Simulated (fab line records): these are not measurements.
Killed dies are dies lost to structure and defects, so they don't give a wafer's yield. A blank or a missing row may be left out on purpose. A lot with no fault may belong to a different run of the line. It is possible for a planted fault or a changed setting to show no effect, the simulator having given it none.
Chamber matching || flow nand_harc || rie_diel-01 running NHARC_A_CHANNEL_FILL_D1_ETCHBACK_20: 4 sister chambers
The step etches the open film in C4F8/O2/Ar, target depth 27 nm, time 13.5 s. 8 wafers are shown with their chamber, then 7 later ones without.

== WAFERS, EACH WITH ITS CHAMBER ==
{"wafer": "L374.4", "chamber": 1, "rf_vpp_V (V)": 974, "oes_product_au (a.u.)": 1.01}
{"wafer": "L375.4", "chamber": 1, "rf_vpp_V (V)": 974, "oes_product_au (a.u.)": 1.00}
{"wafer": "L378.1", "chamber": 2, "rf_vpp_V (V)": 980, "oes_product_au (a.u.)": 0.99}
{"wafer": "L378.6", "chamber": 3, "rf_vpp_V (V)": 971, "oes_product_au (a.u.)": 0.99}
{"wafer": "L379.1", "chamber": 2, "rf_vpp_V (V)": 978, "oes_product_au (a.u.)": 0.98}
{"wafer": "L379.5", "chamber": 0, "rf_vpp_V (V)": 984, "oes_product_au (a.u.)": 1.01}
{"wafer": "L380.1", "chamber": 0, "rf_vpp_V (V)": 983, "oes_product_au (a.u.)": 1.01}
{"wafer": "L380.4", "chamber": 3, "rf_vpp_V (V)": 972, "oes_product_au (a.u.)": 0.99}

== WAFERS WITH NO CHAMBER GIVEN ==
{"wafer": "L380.5", "rf_vpp_V (V)": 984, "oes_product_au (a.u.)": 1.01}
{"wafer": "L383.1", "rf_vpp_V (V)": 983, "oes_product_au (a.u.)": 1.01}
{"wafer": "L383.2", "rf_vpp_V (V)": 979, "oes_product_au (a.u.)": 0.99}
{"wafer": "L383.5", "rf_vpp_V (V)": 979, "oes_product_au (a.u.)": 0.99}
{"wafer": "L389.4", "rf_vpp_V (V)": 979, "oes_product_au (a.u.)": 1.01}
{"wafer": "L391.2", "rf_vpp_V (V)": 980, "oes_product_au (a.u.)": 0.93}
{"wafer": "L392.2", "rf_vpp_V (V)": 985, "oes_product_au (a.u.)": 1.00}

== EACH ONE'S CHAMBER ==
{"wafer": "L380.5", "from the rows above": 0, "in truth": 0}
{"wafer": "L383.1", "from the rows above": 0, "in truth": 0}
{"wafer": "L383.2", "from the rows above": 2, "in truth": 2}
{"wafer": "L383.5", "from the rows above": 2, "in truth": 2}
{"wafer": "L389.4", "from the rows above": "can't be placed: 2 or 0 or 1", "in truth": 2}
{"wafer": "L391.2", "from the rows above": 2, "in truth": 2}
{"wafer": "L392.2", "from the rows above": 0, "in truth": 0}
Correctly placed: 6 of 7. From these rows, 1 cannot be placed; in 1 the true chamber is one of the candidates. Number placed wrongly: 0.
How it was worked out, from the rows above alone: a wafer's distance from a chamber is the root of the sum, over the readings, of the square of ((its reading less the chamber's mean) divided by the reading's scatter). The wafer belongs to the nearest chamber; if the next one is less than 2 further off, it can't be placed. The mean given for a chamber averages the wafers shown for that chamber. The scatter: take each reading less its chamber's mean, square it, sum over the shown wafers, divide by the number of wafers less the number of chambers, and take the root.
